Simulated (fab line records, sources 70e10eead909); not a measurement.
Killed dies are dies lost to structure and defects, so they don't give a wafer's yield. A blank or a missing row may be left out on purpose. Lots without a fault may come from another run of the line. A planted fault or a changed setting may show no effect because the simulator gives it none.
Which tool did it? | flow nand_harc | 13 lots, 39 wafers sampled, at 5 steps of a route of 1302

WHAT THE GAUGES READ, wafer by wafer
NHARC_P_BONDPAD_THK_MEAS_33: measures by ellipsometry.
lot  | measured     | on            | thk_nm (nm)
L588 | day 7 01:47  | film_metro-02 | 199.6 202.7 203.5
L589 | day 7 13:16  | film_metro-01 | 202.7 198.2 204.2
L590 | day 7 17:36  | film_metro-02 | 201.3 200.9 201.9
L592 | day 8 16:42  | film_metro-02 | 201.8 200.7 201.8
L593 | day 9 04:33  | film_metro-02 | 198.5 199.7 197.1
L594 | day 9 18:10  | film_metro-02 | 201.3 199.3 202.0
L595 | day 9 19:01  | film_metro-01 | 201.2 200.9 201.3
L596 | day 10 13:38 | film_metro-01 | 198.1 200.5 200.2
L598 | day 11 05:13 | film_metro-01 | 200.8 200.0 199.0
L599 | day 12 00:06 | film_metro-01 | 198.8 200.4 195.3
L600 | day 12 03:59 | film_metro-01 | 199.6 203.0 202.5
L601 | day 12 14:01 | film_metro-01 | 199.5 198.8 200.0
L608 | day 15 05:37 | film_metro-01 | 204.5 200.3 201.7

WHICH TOOL RAN EACH LOT (tool, then ch and the chambers of the sampled wafers, then the start)
lot  | NHARC_P_M2_DEGAS_29          | NHARC_P_M2_ECD_22              | NHARC_P_M2_CMP_23             | NHARC_P_BONDPAD_CMP_32
L588 | pvd_sputter-03, day 6 23:01  | ecd_cu-02 ch 0,1, day 6 23:22  | cmp-02 ch 0,1,3, day 7 00:05  | cmp-03 ch 0,1,3, day 7 01:32
L589 | pvd_sputter-01, day 7 10:29  | ecd_cu-01 ch 0,1, day 7 10:50  | cmp-02 ch 1,2, day 7 11:34    | cmp-04 ch 0,1,3, day 7 13:01
L590 | pvd_sputter-02, day 7 14:50  | ecd_cu-02 ch 0,1, day 7 15:14  | cmp-02 ch 1,2,3, day 7 15:58  | cmp-03 ch 1,2,3, day 7 17:24
L592 | pvd_sputter-02, day 8 13:56  | ecd_cu-02 ch 0,1, day 8 14:19  | cmp-02 ch 1,2, day 8 15:00    | cmp-03 ch 0,2, day 8 16:28
L593 | pvd_sputter-01, day 9 01:47  | ecd_cu-01 ch 0,1, day 9 02:11  | cmp-01 ch 0,1,2, day 9 02:52  | cmp-01 ch 1,2,3, day 9 04:21
L594 | pvd_sputter-01, day 9 15:22  | ecd_cu-02 ch 0,1, day 9 15:52  | cmp-03 ch 0,1,3, day 9 16:30  | cmp-03 ch 0,1, day 9 17:55
L595 | pvd_sputter-03, day 9 16:14  | ecd_cu-01 ch 0,1, day 9 16:38  | cmp-02 ch 1,2,3, day 9 17:21  | cmp-03 ch 1,2,3, day 9 18:46
L596 | pvd_sputter-02, day 10 10:51 | ecd_cu-01 ch 0,1, day 10 11:13 | cmp-02 ch 0,1,2, day 10 12:01 | cmp-04 ch 1,2, day 10 13:23
L598 | pvd_sputter-02, day 11 02:26 | ecd_cu-01 ch 0,1, day 11 02:50 | cmp-02 ch 0,2,3, day 11 03:33 | cmp-01 ch 0,1, day 11 04:58
L599 | pvd_sputter-03, day 11 21:19 | ecd_cu-02 ch 0,1, day 11 21:44 | cmp-01 ch 0,1, day 11 22:25   | cmp-04 ch 0,1,3, day 11 23:55
L600 | pvd_sputter-01, day 12 01:13 | ecd_cu-02 ch 0,1, day 12 01:41 | cmp-01 ch 0,2,3, day 12 02:20 | cmp-03 ch 1,2,3, day 12 03:46
L601 | pvd_sputter-02, day 12 11:11 | ecd_cu-02 ch 0,1, day 12 11:41 | cmp-03 ch 0,2,3, day 12 12:19 | cmp-01 ch 0,1,3, day 12 13:48
L608 | pvd_sputter-03, day 15 02:49 | ecd_cu-02 ch 0,1, day 15 03:19 | cmp-02 ch 0,1,3, day 15 03:56 | cmp-04 ch 0,1, day 15 05:22
- NHARC_P_M2_DEGAS_29: time 60 s.
- NHARC_P_M2_ECD_22: material Cu, target thk 400 nm.
- NHARC_P_M2_CMP_23: polishes, t overpolish 20 s, target thk 144.3 nm.
- NHARC_P_BONDPAD_CMP_32: polishes SiCN, target thk 200 nm.

WHAT THE TOOLS THEMSELVES READ (means of the sampled wafers that have a number; where no wafer has one, the mark that the record gives instead)
NHARC_P_M2_DEGAS_29.
lot  | tool           | heater_power_w (W)
L588 | pvd_sputter-03 | 344
L589 | pvd_sputter-01 | 387
L590 | pvd_sputter-02 | 358
L592 | pvd_sputter-02 | 374
L593 | pvd_sputter-01 | 393
L594 | pvd_sputter-01 | 415
L595 | pvd_sputter-03 | 329
L596 | pvd_sputter-02 | 362
L598 | pvd_sputter-02 | 369
L599 | pvd_sputter-03 | 342
L600 | pvd_sputter-01 | 367
L601 | pvd_sputter-02 | 366
L608 | pvd_sputter-03 | 329

NHARC_P_M2_CMP_23.
lot  | tool   | motor_current_A (A) | time_to_endpoint_s (s)
L588 | cmp-02 | 11.3                | 28
L589 | cmp-02 | 12.3                | 28
L590 | cmp-02 | 12.2                | 28
L592 | cmp-02 | 11.6                | 29
L593 | cmp-01 | 12.8                | 28
L594 | cmp-03 | 12.5                | 32
L595 | cmp-02 | 12.5                | 28
L596 | cmp-02 | 11.8                | 29
L598 | cmp-02 | 11.7                | 24
L599 | cmp-01 | 13.5                | 26
L600 | cmp-01 | 12.5                | 25
L601 | cmp-03 | 11.7                | 33
L608 | cmp-02 | 11.7                | 15

NHARC_P_BONDPAD_CMP_32.
lot  | tool   | motor_current_A (A)
L588 | cmp-03 | 12.7
L589 | cmp-04 | 11.7
L590 | cmp-03 | 12.2
L592 | cmp-03 | 11.3
L593 | cmp-01 | 12.3
L594 | cmp-03 | 12.1
L595 | cmp-03 | 12.3
L596 | cmp-04 | 12.9
L598 | cmp-01 | 13.2
L599 | cmp-04 | 11.0
L600 | cmp-03 | 12.1
L601 | cmp-01 | 12.2
L608 | cmp-04 | 11.9

THE ANSWER, worked out from the rows above alone
Rule: what is usual is taken from the lots themselves. Put in order of their means at a reading, lots are off if they are a third of the lots or fewer, leave a main group of 4 or more, and stand apart from it by a gap of 3 or more times the standard deviation of the main group's means; of several such gaps the widest counts. A main group whose means are all the same, to the digits that the tables above print for the reading, isn't used. A lot without any number at a reading at which 4 lots or more have one is off too. The other lots that the step has rows for count as sound. The gauges are gone through in route order, then the tools' own readings, and for those a lot's mean is taken as printed above. The first step at which some lot is off is used, and at that step the reading that is off furthest; a lot without a number counts as furthest.
Off: L608, at NHARC_P_M2_CMP_23 (time_to_endpoint_s). The main group: mean 28 s, standard deviation 2.4.
A tool fits if, at that step or a process step before it, it ran every lot that is off, and no sound lot after the first of them. Can't be told from this: 3 tools fit, pvd_sputter-03 at NHARC_P_M2_DEGAS_29, ecd_cu-02 at NHARC_P_M2_ECD_22, cmp-02 at NHARC_P_M2_CMP_23.

WHAT THE SIMULATOR HAD PUT IN
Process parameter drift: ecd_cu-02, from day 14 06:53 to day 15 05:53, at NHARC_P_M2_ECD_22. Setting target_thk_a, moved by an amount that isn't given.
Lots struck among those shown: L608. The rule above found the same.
